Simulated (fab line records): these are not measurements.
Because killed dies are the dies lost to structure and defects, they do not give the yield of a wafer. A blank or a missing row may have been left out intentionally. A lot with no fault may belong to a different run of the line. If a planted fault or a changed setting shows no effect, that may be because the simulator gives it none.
Split-lot experiment / flow n5_finfet / 7 lots, 21 wafers read, on a route of 1938 steps

== ON THE SPLIT ==
At N5_PASSIVATION_AL_DEP_21 (deposits Al, target thk 2800 nm, time 170 s), the setting time_s was moved away from the recipe's 170 s on 8 of the 21 wafers read, by -9.6% to +11.5%. The other wafers ran this setting at the recipe's value.

Reading taken at the split's own step.

== THE READING ==
Al_of_PASSIVATION_AL_DEP_21.thk_nm (the simulator's own value, which no gauge read), in nm, at N5_PASSIVATION_AL_DEP_21 (deposits Al, target thk 2800 nm, time 170 s). The file does not state a usual value for it. Average 2813 nm, standard deviation 35 nm, over the 13 wafers here run with the recipe.

wafer=L077.3; tool, chamber at the split=pvd_sputter-03, -; time_s as run, s=170; against the recipe=recipe; Al_of_PASSIVATION_AL_DEP_21.thk_nm, nm=2772; against lot-mates on the recipe=-
wafer=L077.5; tool, chamber at the split=pvd_sputter-03, -; time_s as run, s=153.6; against the recipe=-9.6%; Al_of_PASSIVATION_AL_DEP_21.thk_nm, nm=2510; against lot-mates on the recipe=-262
wafer=L077.6; tool, chamber at the split=pvd_sputter-03, -; time_s as run, s=153.6; against the recipe=-9.6%; Al_of_PASSIVATION_AL_DEP_21.thk_nm, nm=2517; against lot-mates on the recipe=-255
wafer=L078.1; tool, chamber at the split=pvd_sputter-02, -; time_s as run, s=189.1; against the recipe=+11.2%; Al_of_PASSIVATION_AL_DEP_21.thk_nm, nm=3111; against lot-mates on the recipe=+300
wafer=L078.2; tool, chamber at the split=pvd_sputter-02, -; time_s as run, s=170; against the recipe=recipe; Al_of_PASSIVATION_AL_DEP_21.thk_nm, nm=2811; against lot-mates on the recipe=-
wafer=L078.4; tool, chamber at the split=pvd_sputter-02, -; time_s as run, s=189.1; against the recipe=+11.2%; Al_of_PASSIVATION_AL_DEP_21.thk_nm, nm=3158; against lot-mates on the recipe=+347
wafer=L079.1; tool, chamber at the split=pvd_sputter-02, -; time_s as run, s=185.9; against the recipe=+9.4%; Al_of_PASSIVATION_AL_DEP_21.thk_nm, nm=3026; against lot-mates on the recipe=+214
wafer=L079.2; tool, chamber at the split=pvd_sputter-02, -; time_s as run, s=170; against the recipe=recipe; Al_of_PASSIVATION_AL_DEP_21.thk_nm, nm=2801; against lot-mates on the recipe=-
wafer=L079.6; tool, chamber at the split=pvd_sputter-02, -; time_s as run, s=170; against the recipe=recipe; Al_of_PASSIVATION_AL_DEP_21.thk_nm, nm=2822; against lot-mates on the recipe=-
wafer=L082.4; tool, chamber at the split=pvd_sputter-01, -; time_s as run, s=170; against the recipe=recipe; Al_of_PASSIVATION_AL_DEP_21.thk_nm, nm=2795; against lot-mates on the recipe=-
wafer=L082.5; tool, chamber at the split=pvd_sputter-01, -; time_s as run, s=170; against the recipe=recipe; Al_of_PASSIVATION_AL_DEP_21.thk_nm, nm=2815; against lot-mates on the recipe=-
wafer=L082.6; tool, chamber at the split=pvd_sputter-01, -; time_s as run, s=161.1; against the recipe=-5.2%; Al_of_PASSIVATION_AL_DEP_21.thk_nm, nm=2609; against lot-mates on the recipe=-196
wafer=L085.2; tool, chamber at the split=pvd_sputter-02, -; time_s as run, s=170; against the recipe=recipe; Al_of_PASSIVATION_AL_DEP_21.thk_nm, nm=2849; against lot-mates on the recipe=-
wafer=L085.3; tool, chamber at the split=pvd_sputter-02, -; time_s as run, s=170; against the recipe=recipe; Al_of_PASSIVATION_AL_DEP_21.thk_nm, nm=2873; against lot-mates on the recipe=-
wafer=L085.6; tool, chamber at the split=pvd_sputter-02, -; time_s as run, s=170; against the recipe=recipe; Al_of_PASSIVATION_AL_DEP_21.thk_nm, nm=2871; against lot-mates on the recipe=-
wafer=L088.3; tool, chamber at the split=pvd_sputter-03, -; time_s as run, s=170; against the recipe=recipe; Al_of_PASSIVATION_AL_DEP_21.thk_nm, nm=2823; against lot-mates on the recipe=-
wafer=L088.4; tool, chamber at the split=pvd_sputter-03, -; time_s as run, s=170; against the recipe=recipe; Al_of_PASSIVATION_AL_DEP_21.thk_nm, nm=2779; against lot-mates on the recipe=-
wafer=L088.5; tool, chamber at the split=pvd_sputter-03, -; time_s as run, s=170; against the recipe=recipe; Al_of_PASSIVATION_AL_DEP_21.thk_nm, nm=2799; against lot-mates on the recipe=-
wafer=L090.4; tool, chamber at the split=pvd_sputter-03, -; time_s as run, s=170; against the recipe=recipe; Al_of_PASSIVATION_AL_DEP_21.thk_nm, nm=2753; against lot-mates on the recipe=-
wafer=L090.5; tool, chamber at the split=pvd_sputter-03, -; time_s as run, s=189.6; against the recipe=+11.5%; Al_of_PASSIVATION_AL_DEP_21.thk_nm, nm=3091; against lot-mates on the recipe=+338
wafer=L090.6; tool, chamber at the split=pvd_sputter-03, -; time_s as run, s=189.6; against the recipe=+11.5%; Al_of_PASSIVATION_AL_DEP_21.thk_nm, nm=3105; against lot-mates on the recipe=+352

THE FIT
A straight line over all 21 wafers: Al_of_PASSIVATION_AL_DEP_21.thk_nm changes by +28 nm for each +1% of time_s; r = +0.98; the points scatter about the line by 36 nm.
The same after taking each lot's own level away (the mean of its wafers on the recipe; 21 wafers): +28.4 nm for each +1%; r = +0.99; scatter 22 nm.
Per that fit: largest time_s move, reading shift of 3.3e+02 nm.
Across the lots, their own levels run from 2753.0 to 2864.3 nm, a range of 3.2 times the standard deviation given above.
The two slopes are in agreement: the lot-to-lot level therefore moves the slope only a little.
Check: with one of the wafers moved furthest among these (+11.5%) left out of the fit, the line predicts +324 nm for it against its lot-mates. It came out at +338 nm against them.

== OTHER SPLITS APPLIED TO THESE WAFERS ==
Note: prior to the reading, these wafers also went through further splits. Each is held against what the fit with the lots' levels taken away leaves over:
other split on the same wafers=N5_BEOL_M13_EXPOSE_07 dose_mj; wafers away from the commonest value=8; r with Al_of_PASSIVATION_AL_DEP_21.thk_nm (lot level and that fit taken away)=-0.18

== THE FILE'S OWN FIT ==
Al_of_PASSIVATION_AL_DEP_21.thk_nm changes by +28.1 nm for each +1% of time_s, r = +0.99.
